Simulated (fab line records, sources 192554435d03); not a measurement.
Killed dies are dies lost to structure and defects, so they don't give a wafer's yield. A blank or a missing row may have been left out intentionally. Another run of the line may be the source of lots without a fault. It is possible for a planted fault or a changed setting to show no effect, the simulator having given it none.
fab line records    flow n5-finfet
record lots=7  wafers=21
route steps=1938 shown BEOL_M1@770 BEOL_M2@846 BEOL_M3@950 BEOL_M4@1025 BEOL_M5@1160
start-h: hours from the record's opening day to when the first of the lot's shown wafers began    wait-h: hours from the lot's prior step to this one    " the same as in the row above    L1.1+2: a single row standing in for several wafers    - either no value or no given start    * or withheld: withheld    < > ~ a bound
route shown NAME@n: a module of which the file shows steps, and the number in the route of the first    usual: mean/standard deviation of fault-free wafers    same: alike in all rows    chamber/n: place in a boat    sites: each site's reading    _std_site: the values' standard deviation    _edge_site: mean of outer sites minus mean of inner sites    radius-mm: how far each site lies from the wafer's centre    mask NAME#n: copy n    behind: the most recent tool/chamber to have shaped the wafer    hold: why the lot went on hold/how many hours it stayed there/how the hold came to an end    device: whichever transistor did not switch (one of n, p or np)    end of line: the route-end tests of the same wafers    a step without rows: its recipe alone    killed: count of dies lost to structure and defects at first sort (not the wafer's yield)    map: a wafer's dies, x killed, . not, _ none there
set.NAME: the setting the step ran with; set.NAME@STEP: the setting that earlier step ran with    model.NAME: the simulator's own value behind a step, which no gauge read
lots whose settings were changed on purpose; a table a step, a row a wafer
## steps
# step N5_BEOL_M1_ETCH_64
# recipe chemistry=N2/H2  target=SOC  target-depth-a=750  overetch-a=150  mask-material=SiARC  temp-c=40  time-s=112.5  ion-energy-ev=200  pressure-mtorr=30  source-w=840  bias-w=150  n2-flow-sccm=200  h2-flow-sccm=200
# usual rf-vpp-V=523.8/2.5
lot.wafer  tool         chamber  start-h  wait-h  set.bias-w  set.dose-mj@BEOL_M1_EXPOSE_08  rf-vpp-V  model.BEOL_M1.cd-offset-nm  model.SiARC_of_BEOL_M1_COAT_62.thk-nm
L076.4     rie-diel-04  2        140.30   0.1     150         33                             525.9     0.4                         7
L076.5     "            1        "        "       150         33                             523.1     0.6                         6.6
L076.6     "            0        "        "       150         33                             520.0     0.2                         6.6
L077.1     rie-diel-04  2        144.50   0.0     167.4       31.85                          563.6     -0.4                        6.2
L077.2     "            0        "        "       167.4       33                             556.7     0                           6
L077.6     "            1        "        "       150         31.85                          522.2     -0.4                        6.6
L084.1     rie-diel-03  2        182.94   0.0     134.7       33                             485.5     0.2                         7.6
L084.2     "            3        "        "       134.7       33                             491.4     0.4                         7.4
L084.3     "            0        "        "       150         33                             525.3     0.4                         7
L085.3     rie-diel-04  0        197.03   0.0     174.2       33                             572.3     0.6                         5.6
L085.5     "            2        "        "       174.2       33                             577.6     0.4                         6
L085.6     "            1        "        "       150         33                             522.8     0.6                         6.6
L090.1     rie-diel-01  2        224.07   0.0     162.8       34.01                          550.9     1.2                         6.4
L090.2     "            0        "        "       150         33                             525.4     0.6                         6.8
L090.4     "            1        "        "       162.8       34.01                          553.6     0.8                         6.2
L093.3     rie-diel-03  2        237.77   0.0     165.8       33                             554.4     0.2                         6.4
L093.5     "            1        "        "       165.8       30.72                          558.2     -1.6                        6.2
L093.6     "            2        "        "       165.8       30.72                          555.8     -1.4                        6.2
L097.1     rie-diel-04  0        257.43   0.0     150         31.31                          519.7     -1.4                        6.6
L097.2     "            2        "        "       150         33                             526.2     0                           7
L097.5     "            2        "        "       127.1       33                             473.8     -0.2                        7.8
# step N5_BEOL_M1_STRIP_65
# recipe chemistry=N2/H2  temp-c=40  n2-flow-sccm=200  h2-flow-sccm=200  rf-frequency-hz=6e+07
# step N5_BEOL_M1_STRIP_75
# recipe chemistry=N2/H2  temp-c=40  n2-flow-sccm=200  h2-flow-sccm=200  rf-frequency-hz=6e+07
# step N5_BEOL_M1_STRIP_66
# recipe chemistry=CF4  resist=SiARC  power-w=300  bias-power-w=75  pressure-mtorr=50  cf4-flow-sccm=150  rf-frequency-hz=6e+07
# step N5_BEOL_M1_HM_OPEN_17
# recipe chemistry=Cl2/BCl3  target-depth-a=200  overetch-a=60  target=TiN  mask-material=SOC  ion-energy-ev=150  pressure-mtorr=10  icp-w=1000  bias-w=126  Cl2_flow_sccm=53.25  bcl3-flow-sccm=21.75  Ar_flow_sccm=25
lot.wafer   tool          chamber  start-h  wait-h  set.dose-mj@BEOL_M1_EXPOSE_08  model.BEOL_M1.cd-offset-nm
L076.4+5    rie-metal-02  1,0      140.45   0.1     33                             0.4
L076.6      "             1        "        "       33                             0.2
L077.1+6    rie-metal-01  0        144.67   0.0     31.85                          -0.4
L077.2      "             1        "        "       33                             0
L084.1+2+3  rie-metal-03  0        183.11   0.0     33                             0.2
L085.3      rie-metal-01  1        197.22   0.1     33                             0.6
L085.5+6    "             0,1      "        "       33                             0.4
L090.1      rie-metal-01  1        224.23   0.0     34.01                          1.2
L090.2      "             0        "        "       33                             0.6
L090.4      "             0        "        "       34.01                          0.8
L093.3      rie-metal-01  0        237.97   0.1     33                             0.2
L093.5      "             0        "        "       30.72                          -1.6
L093.6      "             1        "        "       30.72                          -1.4
L097.1      rie-metal-03  1        257.60   0.0     31.31                          -1.4
L097.2      "             0        "        "       33                             -0.2
L097.5      "             1        "        "       33                             -0.4
# step N5_BEOL_M2_COAT_62
# recipe resist=SiARC  temp-c=220  time-s=60  spin-rpm=1500  resist-thk-nm=12
lot.wafer   tool            chamber  start-h  wait-h  set.spin-rpm  model.SiARC_of_BEOL_M2_COAT_62.thk-nm
L076.4+5+6  litho-track-04  0        -        -       1500          12
L077.1+6    litho-track-01  0        -        -       1500          12
L077.2      "               0        "        "       1423          12.2
L084.1      litho-track-04  0        -        -       1635          11.6
L084.2+3    "               0        "        "       1500          12
L085.3+6    litho-track-04  0        -        -       1560          11.8
L085.5      "               0        "        "       1500          12
L090.1+4    litho-track-05  0        -        -       1500          12
L090.2      "               0        "        "       1338          12.8
L093.3+6    litho-track-04  0        -        -       1377          12.6
L093.5      "               0        "        "       1500          12
L097.1      litho-track-04  0        -        -       1593          11.6
L097.2+5    "               0        "        "       1500          12
# step N5_BEOL_M2_COAT_73
# recipe resist=underlayer  temp-c=205  time-s=60  spin-rpm=1500  resist-thk-nm=5
# step N5_BEOL_M2_COAT_05
# recipe resist=CAR-EUV  spin-rpm=1500  resist-thk-nm=30
# step N5_BEOL_M2_DESCUM_16
# recipe chemistry=O2  time-s=7  source-power-w=50  bias-power-w=20  pressure-mtorr=20  rf-frequency-hz=2.712e+07  temp-c=40  resist=CAR-EUV  o2-flow-sccm=225
# step N5_BEOL_M2_ETCH_74
# recipe chemistry=N2/H2  target=underlayer  target-depth-a=65  mask-material=CAR-EUV  time-s=5.2  ion-energy-ev=200  pressure-mtorr=30  source-w=840  bias-w=150  n2-flow-sccm=200  h2-flow-sccm=200  ends=cleared
# step N5_BEOL_M2_ETCH_63
# recipe chemistry=CF4  target=SiARC  target-depth-a=156  mask-material=CAR-EUV  time-s=26  ion-energy-ev=80  pressure-mtorr=40  source-w=545  bias-w=36  Ar_flow_sccm=100  cf4-flow-sccm=100  ends=cleared
lot.wafer  tool         chamber  start-h  wait-h  set.spin-rpm@BEOL_M2_COAT_62  model.etch.depth-nm
L076.4     rie-diel-05  0        150.81   0.0     1500                          12.01
L076.5+6   "            2,1      "        "       1500                          11.99
L077.1     rie-diel-06  2        154.01   0.0     1500                          11.96
L077.2     "            3        "        "       1423                          12.29
L077.6     "            0        "        "       1500                          11.95
L084.1     rie-diel-05  2        192.80   0.0     1635                          11.55
L084.2     "            1        "        "       1500                          12.05
L084.3     "            0        "        "       1500                          12.07
L085.3     rie-diel-05  3        208.79   0.0     1560                          11.8
L085.5     "            1        "        "       1500                          12.03
L085.6     "            2        "        "       1560                          11.81
L090.1     rie-diel-02  1        231.07   0.0     1500                          12.04
L090.2     "            0        "        "       1338                          12.72
L090.4     "            1        "        "       1500                          11.97
L093.3     rie-diel-02  2        251.32   0.0     1377                          12.55
L093.5     "            1        "        "       1500                          12.02
L093.6     "            0        "        "       1377                          12.56
L097.1     rie-diel-06  0        265.53   0.0     1593                          11.68
L097.2     "            3        "        "       1500                          12.02
L097.5     "            0        "        "       1500                          12.01
# step N5_BEOL_M3_ETCH_64
# recipe chemistry=N2/H2  target=SOC  target-depth-a=750  overetch-a=150  mask-material=SiARC  temp-c=40  time-s=112.5  ion-energy-ev=200  pressure-mtorr=30  source-w=840  bias-w=150  n2-flow-sccm=200  h2-flow-sccm=200
# usual rf-vpp-V=523.8/2.3
lot.wafer  tool         chamber  start-h  wait-h  set.bias-w  rf-vpp-V  model.SiARC_of_BEOL_M3_COAT_62.thk-nm
L076.4     rie-diel-01  1        161.71   0.0     150         525.4     6.6
L076.5     "            1        "        "       150         525.7     6.6
L076.6     "            0        "        "       150         526.1     7
L077.1     rie-diel-01  2        162.86   0.0     150         525.6     7
L077.2     "            3        "        "       150         522.0     7
L077.6     "            3        "        "       150         521.1     7
L084.1     rie-diel-04  2        203.36   0.0     131.7       485.3     7.8
L084.2     "            1        "        "       150         520.9     6.6
L084.3     "            0        "        "       131.7       479.9     7.4
L085.3     rie-diel-01  1        220.37   0.0     150         525.5     6.6
L085.5     "            2        "        "       150         524.7     7
L085.6     "            1        "        "       150         526.7     6.6
L090.1     rie-diel-03  0        238.00   0.0     150         526.5     7
L090.2     "            3        "        "       167.3       564.6     6.2
L090.4     "            2        "        "       167.3       557.9     6.2
L093.3     rie-diel-04  3        261.79   0.0     150         522.7     6.6
L093.5     "            0        "        "       150         520.4     6.6
L093.6     "            3        "        "       132.7       483.5     7.4
L097.1     rie-diel-04  2        280.30   0.0     150         525.1     6.8
L097.2     "            0        "        "       150         518.9     6.6
L097.5     "            3        "        "       150         523.5     6.6
# step N5_BEOL_M3_COAT_68
# recipe resist=SiARC  temp-c=220  time-s=60  spin-rpm=1500  resist-thk-nm=12
lot.wafer   tool            chamber  start-h  wait-h  set.spin-rpm  model.SiARC_of_BEOL_M3_COAT_68.thk-nm
L076.4+5+6  litho-track-05  0        -        -       1500          12
L077.1+2+6  litho-track-05  0        -        -       1500          12
L084.1+3    litho-track-02  0        -        -       1500          12
L084.2      "               0        "        "       1632          11.6
L085.3+5+6  litho-track-02  0        -        -       1500          12
L090.1      litho-track-05  0        -        -       1500          12
L090.2+4    "               0        "        "       1365          12.6
L093.3+6    litho-track-03  0        -        -       1500          12
L093.5      "               0        "        "       1433          12.2
L097.1+2+5  litho-track-05  0        -        -       1500          12
# step N5_BEOL_M3_COAT_76
# recipe resist=underlayer  temp-c=205  time-s=60  spin-rpm=1500  resist-thk-nm=5
# step N5_BEOL_M3_COAT_22
# recipe resist=CAR-EUV  spin-rpm=1500  resist-thk-nm=30
# step N5_BEOL_M3_DESCUM_33
# recipe chemistry=O2  time-s=7  source-power-w=50  bias-power-w=20  pressure-mtorr=20  rf-frequency-hz=2.712e+07  temp-c=40  resist=CAR-EUV  o2-flow-sccm=225
# step N5_BEOL_M3_ETCH_77
# recipe chemistry=N2/H2  target=underlayer  target-depth-a=65  mask-material=CAR-EUV  time-s=5.2  ion-energy-ev=200  pressure-mtorr=30  source-w=840  bias-w=150  n2-flow-sccm=200  h2-flow-sccm=200  ends=cleared
# step N5_BEOL_M3_ETCH_69
# recipe chemistry=CF4  target=SiARC  target-depth-a=156  mask-material=CAR-EUV  time-s=26  ion-energy-ev=80  pressure-mtorr=40  source-w=545  bias-w=36  Ar_flow_sccm=100  cf4-flow-sccm=100  ends=cleared
lot.wafer  tool         chamber  start-h  wait-h  set.spin-rpm@BEOL_M3_COAT_68  model.etch.depth-nm
L076.4     rie-diel-04  0        162.72   0.0     1500                          11.98
L076.5     "            2        "        "       1500                          11.94
L076.6     "            3        "        "       1500                          11.96
L077.1     rie-diel-03  1        163.83   0.0     1500                          11.97
L077.2     "            0        "        "       1500                          11.98
L077.6     "            0        "        "       1500                          11.99
L084.1     rie-diel-03  1        204.55   0.0     1500                          12
L084.2     "            3        "        "       1632                          11.55
L084.3     "            2        "        "       1500                          12.04
L085.3+6   rie-diel-01  1,3      221.24   0.0     1500                          11.97
L085.5     "            0        "        "       1500                          11.95
L090.1     rie-diel-04  0        238.84   0.0     1500                          11.98
L090.2     "            2        "        "       1365                          12.56
L090.4     "            3        "        "       1365                          12.6
L093.3     rie-diel-04  1        262.67   0.0     1500                          11.95
L093.5     "            3        "        "       1433                          12.25
L093.6     "            2        "        "       1500                          11.98
L097.1+2   rie-diel-01  1,0      281.14   0.0     1500                          11.98
L097.5     "            1        "        "       1500                          11.94
# step N5_BEOL_M4_COAT_61
# recipe resist=SOC  temp-c=250  time-s=60  spin-rpm=1500  resist-thk-nm=60
lot.wafer   tool            chamber  start-h  wait-h  set.spin-rpm  model.SOC_of_BEOL_M4_COAT_61.thk-nm
L076.4+5+6  litho-track-04  0        168.95   0.1     1500          60.2
L077.1      litho-track-03  0        169.75   0.1     1438          61.2
L077.2      "               0        "        "       1500          60
L077.6      "               0        "        "       1500          59.8
L084.1      litho-track-04  0        217.93   0.1     1592          58.2
L084.2      "               0        "        "       1592          58.4
L084.3      "               0        "        "       1500          60
L085.3      litho-track-03  0        230.05   0.1     1338          63.4
L085.5      "               0        "        "       1338          63.2
L085.6      "               0        "        "       1500          60
L090.1+4    litho-track-03  0        250.52   0.1     1500          59.8
L090.2      "               0        "        "       1365          63
L093.3+5    litho-track-04  0        269.94   0.1     1500          60.2
L093.6      "               0        "        "       1500          60
L097.1+5    litho-track-01  0        288.53   0.1     1500          59.8
L097.2      "               0        "        "       1500          59.6
# step N5_BEOL_M4_EXPOSE_08
# recipe mask-id=M4  na=0.33  source-shape=dipole  sigma-inner=0.369  sigma-outer=0.767  polarization=unpolarized  dose-mj=41.25
lot.wafer   tool            chamber  start-h  wait-h  mask  set.dose-mj
L076.4+5+6  euv-scanner-02  0        169.25   -       M4#0  41.25
L077.1+2    euv-scanner-01  0        170.01   -       M4#0  42.53
L077.6      "               0        "        "       M4#0  41.25
L084.1+2+3  euv-scanner-02  0        223.88   -       M4#0  41.25
L085.3+6    euv-scanner-02  0        230.20   -       M4#0  43.67
L085.5      "               0        "        "       M4#0  41.25
L090.1      euv-scanner-01  0        250.65   -       M4#0  42.41
L090.2+4    "               0        "        "       M4#0  41.25
L093.3+5+6  euv-scanner-01  0        270.09   -       M4#0  41.25
L097.1+2+5  euv-scanner-01  0        288.67   -       M4#0  41.25
# step N5_BEOL_M4_PEB_09
# recipe peb-temp-c=100  peb-time-s=60  resist=CAR-EUV
# step N5_BEOL_M4_DEVELOP_10
# recipe develop-time-s=30  developer=TMAH  resist=CAR-EUV  rinse-liquid=surfactant-rinse  dry=air-spin  dev-temp-c=23
# step N5_BEOL_M4_DESCUM_16
# recipe chemistry=O2  time-s=7  source-power-w=50  bias-power-w=20  pressure-mtorr=20  rf-frequency-hz=2.712e+07  temp-c=40  resist=CAR-EUV  o2-flow-sccm=225
# step N5_BEOL_M4_ETCH_74
# recipe chemistry=N2/H2  target=underlayer  target-depth-a=65  mask-material=CAR-EUV  time-s=5.2  ion-energy-ev=200  pressure-mtorr=30  source-w=840  bias-w=150  n2-flow-sccm=200  h2-flow-sccm=200  ends=cleared
lot.wafer   tool         chamber  start-h  wait-h  set.dose-mj@BEOL_M4_EXPOSE_08  model.BEOL_M4.cd-offset-nm
L076.4      rie-diel-06  2        170.28   0.0     41.25                          0
L076.5      "            2        "        "       41.25                          -0.2
L076.6      "            3        "        "       41.25                          -0.4
L077.1+2    rie-diel-06  1,3      171.24   0.0     42.53                          0.6
L077.6      "            2        "        "       41.25                          0.2
L084.1+3    rie-diel-05  0,3      224.17   0.0     41.25                          0
L084.2      "            2        "        "       41.25                          0.2
L085.3      rie-diel-02  1        230.47   0.0     43.67                          1.2
L085.5      "            1        "        "       41.25                          -0.2
L085.6      "            0        "        "       43.67                          1
L090.1      rie-diel-06  1        251.22   0.0     42.41                          0.6
L090.2+4    "            2,0      "        "       41.25                          0
L093.3+6    rie-diel-06  2,3      270.36   0.0     41.25                          0.2
L093.5      "            0        "        "       41.25                          0
L097.1+2+5  rie-diel-06  2,1,1    288.96   0.0     41.25                          0
# step N5_BEOL_M4_ETCH_63
# recipe chemistry=CF4  target=SiARC  target-depth-a=156  mask-material=CAR-EUV  time-s=26  ion-energy-ev=80  pressure-mtorr=40  source-w=545  bias-w=36  Ar_flow_sccm=100  cf4-flow-sccm=100  ends=cleared
lot.wafer  tool         chamber  start-h  wait-h  set.dose-mj@BEOL_M4_EXPOSE_08  model.BEOL_M4.cd-offset-nm
L076.4+5   rie-diel-06  2        170.30   0.0     41.25                          0
L076.6     "            3        "        "       41.25                          -0.4
L077.1+2   rie-diel-06  1,3      171.26   0.0     42.53                          0.4
L077.6     "            2        "        "       41.25                          0.2
L084.1+3   rie-diel-05  0,3      224.19   0.0     41.25                          0
L084.2     "            2        "        "       41.25                          0.2
L085.3+6   rie-diel-02  1,0      230.49   0.0     43.67                          1
L085.5     "            1        "        "       41.25                          -0.2
L090.1     rie-diel-06  1        251.24   0.0     42.41                          0.4
L090.2     "            2        "        "       41.25                          0
L090.4     "            0        "        "       41.25                          0.2
L093.3     rie-diel-06  2        270.38   0.0     41.25                          0.2
L093.5+6   "            0,3      "        "       41.25                          0
L097.1+2   rie-diel-06  2,1      288.98   0.0     41.25                          0
L097.5     "            1        "        "       41.25                          -0.2
# step N5_BEOL_M4_ETCH_64
# recipe chemistry=N2/H2  target=SOC  target-depth-a=750  overetch-a=225  mask-material=SiARC  temp-c=40  time-s=121.9  ion-energy-ev=200  pressure-mtorr=30  source-w=840  bias-w=150  n2-flow-sccm=200  h2-flow-sccm=200
lot.wafer  tool         chamber  start-h  wait-h  set.spin-rpm@BEOL_M4_COAT_61  model.etch.depth-nm
L076.4     rie-diel-06  2        170.33   0.0     1500                          60.29
L076.5     "            2        "        "       1500                          60.18
L076.6     "            3        "        "       1500                          60.27
L077.1     rie-diel-06  1        171.29   0.0     1438                          61.14
L077.2     "            3        "        "       1500                          59.96
L077.6     "            2        "        "       1500                          59.85
L084.1     rie-diel-05  0        224.21   0.0     1592                          58.23
L084.2     "            2        "        "       1592                          58.34
L084.3     "            3        "        "       1500                          59.92
L085.3     rie-diel-02  1        230.52   0.0     1338                          63.47
L085.5     "            1        "        "       1338                          63.23
L085.6     "            0        "        "       1500                          59.93
L090.1     rie-diel-06  1        251.27   0.0     1500                          59.87
L090.2     "            2        "        "       1365                          62.92
L090.4     "            0        "        "       1500                          59.88
L093.3     rie-diel-06  2        270.41   0.0     1500                          60.15
L093.5     "            0        "        "       1500                          60.27
L093.6     "            3        "        "       1500                          60.08
L097.1     rie-diel-06  2        289.00   0.0     1500                          59.82
L097.2     "            1        "        "       1500                          59.69
L097.5     "            1        "        "       1500                          59.88
# step N5_BEOL_M4_STRIP_65
# recipe chemistry=N2/H2  temp-c=40  n2-flow-sccm=200  h2-flow-sccm=200  rf-frequency-hz=6e+07
# step N5_BEOL_M4_STRIP_75
# recipe chemistry=N2/H2  temp-c=40  n2-flow-sccm=200  h2-flow-sccm=200  rf-frequency-hz=6e+07
# step N5_BEOL_M4_STRIP_66
# recipe chemistry=CF4  resist=SiARC  power-w=300  bias-power-w=75  pressure-mtorr=50  cf4-flow-sccm=150  rf-frequency-hz=6e+07
# step N5_BEOL_M4_HM_OPEN_17
# recipe chemistry=Cl2/BCl3  target-depth-a=200  overetch-a=60  target=TiN  mask-material=SOC  ion-energy-ev=150  pressure-mtorr=10  icp-w=1000  bias-w=126  Cl2_flow_sccm=53.25  bcl3-flow-sccm=21.75  Ar_flow_sccm=25
lot.wafer   tool          chamber  start-h  wait-h  set.spin-rpm@BEOL_M4_COAT_61  model.SOC_of_BEOL_M4_COAT_61.thk-nm
L076.4+5+6  rie-metal-03  0,1,0    170.53   0.1     1500                          52.2
L077.1      rie-metal-02  0        171.46   0.0     1438                          53.4
L077.2      "             1        "        "       1500                          52
L077.6      "             1        "        "       1500                          51.8
L084.1+2    rie-metal-01  0,1      224.39   0.0     1592                          50.6
L084.3      "             1        "        "       1500                          52
L085.3      rie-metal-01  1        230.72   0.1     1338                          55.6
L085.5      "             0        "        "       1338                          55.4
L085.6      "             1        "        "       1500                          52
L090.1      rie-metal-02  0        251.44   0.0     1500                          52.2
L090.2      "             1        "        "       1365                          55
L090.4      "             1        "        "       1500                          52
L093.3+5+6  rie-metal-02  1,1,0    270.61   0.1     1500                          52.2
L097.1      rie-metal-02  0        289.18   0.0     1500                          52
L097.2+5    "             1        "        "       1500                          51.8
# step N5_BEOL_M5_TRENCH_ETCH_37
# recipe chemistry=C4F6/O2  target-depth-a=716.52  target=SiCOH_lowk  time-s=24.7  ion-energy-ev=250  pressure-mtorr=30  source-w=345  bias-w=185  Ar_flow_sccm=300  C4F6_flow_sccm=10  O2_flow_sccm=10
# usual rf-vpp-V=662/10
lot.wafer  tool         chamber  start-h  wait-h  set.source-w  rf-vpp-V
L076.4     rie-diel-04  3        -        -       345           671
L076.5     "            0        "        "       345           670
L076.6     "            1        "        "       345           676
L077.1     rie-diel-04  2        -        -       345           662
L077.2     "            1        "        "       402.4         624
L077.6     "            3        "        "       345           673
L084.1     rie-diel-03  0        -        -       317.7         694
L084.2     "            1        "        "       345           666
L084.3     "            2        "        "       345           646
L085.3     rie-diel-01  1        -        -       345           674
L085.5     "            3        "        "       345           662
L085.6     "            2        "        "       385           612
L090.1     rie-diel-03  3        -        -       380.9         632
L090.2     "            2        "        "       345           645
L090.4     "            1        "        "       345           665
L093.3     rie-diel-01  3        -        -       345           664
L093.5     "            2        "        "       377.9         620
L093.6     "            1        "        "       345           675
L097.1     rie-diel-03  3        -        -       345           663
L097.2     "            1        "        "       297.5         718
L097.5     "            1        "        "       345           666
## key
split step=N5_BEOL_M1_ETCH_64  setting=bias-w  stated=150  by=wafer
response step=N5_BEOL_M1_ETCH_64  reading=rf-vpp-V  change=+3.28  per=1%  r=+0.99
response step=N5_BEOL_M1_ETCH_64  reading=model.SiARC_of_BEOL_M1_COAT_62.thk-nm  change=-0.0539  per=1%  r=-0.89
split step=N5_BEOL_M2_COAT_62  setting=spin-rpm  stated=1500  by=wafer
response step=N5_BEOL_M2_COAT_62  reading=model.SiARC_of_BEOL_M2_COAT_62.thk-nm  change=-0.0621  per=1%  r=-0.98
response step=N5_BEOL_M2_ETCH_63  reading=model.etch.depth-nm  change=-0.0618  per=1%  r=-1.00
split step=N5_BEOL_M3_ETCH_64  setting=bias-w  stated=150  by=wafer
response step=N5_BEOL_M3_ETCH_64  reading=rf-vpp-V  change=+3.15  per=1%  r=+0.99
response step=N5_BEOL_M3_ETCH_64  reading=model.SiARC_of_BEOL_M3_COAT_62.thk-nm  change=-0.0739  per=1%  r=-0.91
split step=N5_BEOL_M3_COAT_68  setting=spin-rpm  stated=1500  by=wafer
response step=N5_BEOL_M3_COAT_68  reading=model.SiARC_of_BEOL_M3_COAT_68.thk-nm  change=-0.055  per=1%  r=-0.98
response step=N5_BEOL_M3_ETCH_69  reading=model.etch.depth-nm  change=-0.06  per=1%  r=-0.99
split step=N5_BEOL_M4_COAT_61  setting=spin-rpm  stated=1500  by=wafer
response step=N5_BEOL_M4_COAT_61  reading=model.SOC_of_BEOL_M4_COAT_61.thk-nm  change=-0.318  per=1%  r=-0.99
response step=N5_BEOL_M4_ETCH_64  reading=model.etch.depth-nm  change=-0.315  per=1%  r=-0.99
response step=N5_BEOL_M4_HM_OPEN_17  reading=model.SOC_of_BEOL_M4_COAT_61.thk-nm  change=-0.312  per=1%  r=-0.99
split step=N5_BEOL_M4_EXPOSE_08  setting=dose-mj  stated=41.25  by=wafer
response step=N5_BEOL_M4_ETCH_74  reading=model.BEOL_M4.cd-offset-nm  change=+0.203  per=1%  r=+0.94
response step=N5_BEOL_M4_ETCH_63  reading=model.BEOL_M4.cd-offset-nm  change=+0.164  per=1%  r=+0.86
split step=N5_BEOL_M5_TRENCH_ETCH_37  setting=source-w  stated=345  by=wafer
response step=N5_BEOL_M5_TRENCH_ETCH_37  reading=rf-vpp-V  change=-3.61  per=1%  r=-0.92
split outside-this-file step=N5_BEOL_M1_EXPOSE_08 setting=dose-mj
# split outside-this-file: this setting was split too, and the file shows its column; the key of that split is in another file
